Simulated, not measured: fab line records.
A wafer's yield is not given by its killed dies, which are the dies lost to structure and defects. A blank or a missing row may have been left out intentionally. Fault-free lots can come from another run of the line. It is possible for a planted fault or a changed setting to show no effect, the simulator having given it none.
Chamber matching | flow n5_finfet | rie_diel-02 running N5_BEOL_M9_STRIP_36: 4 sister chambers
The step strips in N2/H2. 8 wafers are shown with their chamber, then 8 later ones without.

== WAFERS PAIRED WITH THEIR CHAMBERS ==
wafer  | chamber | drypump_motor_current_A (A) | showerhead_plenum_p_Torr (Torr)
L074.6 | 0       | 5.6                         | 2.48
L079.4 | 2       | 6.5                         | 2.48
L083.3 | 2       | 6.4                         | 2.48
L083.5 | 0       | 5.6                         | 2.47
L085.3 | 3       | 6.2                         | 2.41
L085.4 | 1       | 5.2                         | 2.40
L085.5 | 3       | 6.2                         | 2.41
L086.3 | 1       | 5.2                         | 2.39

== WAFERS WITH NO CHAMBER GIVEN ==
wafer  | drypump_motor_current_A (A) | showerhead_plenum_p_Torr (Torr)
L086.4 | 5.6                         | 2.47
L086.6 | 5.2                         | 2.39
L094.2 | 6.2                         | 2.72
L094.3 | 6.4                         | 2.47
L094.6 | 5.6                         | 2.46
L096.1 | 5.2                         | 2.71
L096.3 | 6.2                         | 2.72
L096.5 | 5.6                         | 2.46

== WHICH CHAMBER EACH ONE RAN IN ==
wafer  | from the rows above | in truth
L086.4 | 0                   | 0
L086.6 | 1                   | 1
L094.2 | 2                   | 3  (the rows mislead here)
L094.3 | 2                   | 2
L094.6 | 0                   | 0
L096.1 | 0                   | 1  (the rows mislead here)
L096.3 | 2                   | 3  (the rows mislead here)
L096.5 | 0                   | 0
Correctly placed: 5 of 8. Number that these rows cannot place: 0. Number placed wrongly: 3.
How it was worked out, from the rows above alone: a wafer's distance from a chamber is the root of the sum, over the readings, of the square of ((its reading less the chamber's mean) divided by the reading's scatter). If the next closest chamber is less than 2 further off than the closest, the wafer can't be placed; otherwise it belongs to the closest. Each chamber's mean is taken over the wafers shown for it. How the scatter is found: for the shown wafers, subtract from each reading the mean of its chamber, square and add these, divide the total by (wafers less chambers), then take the root.
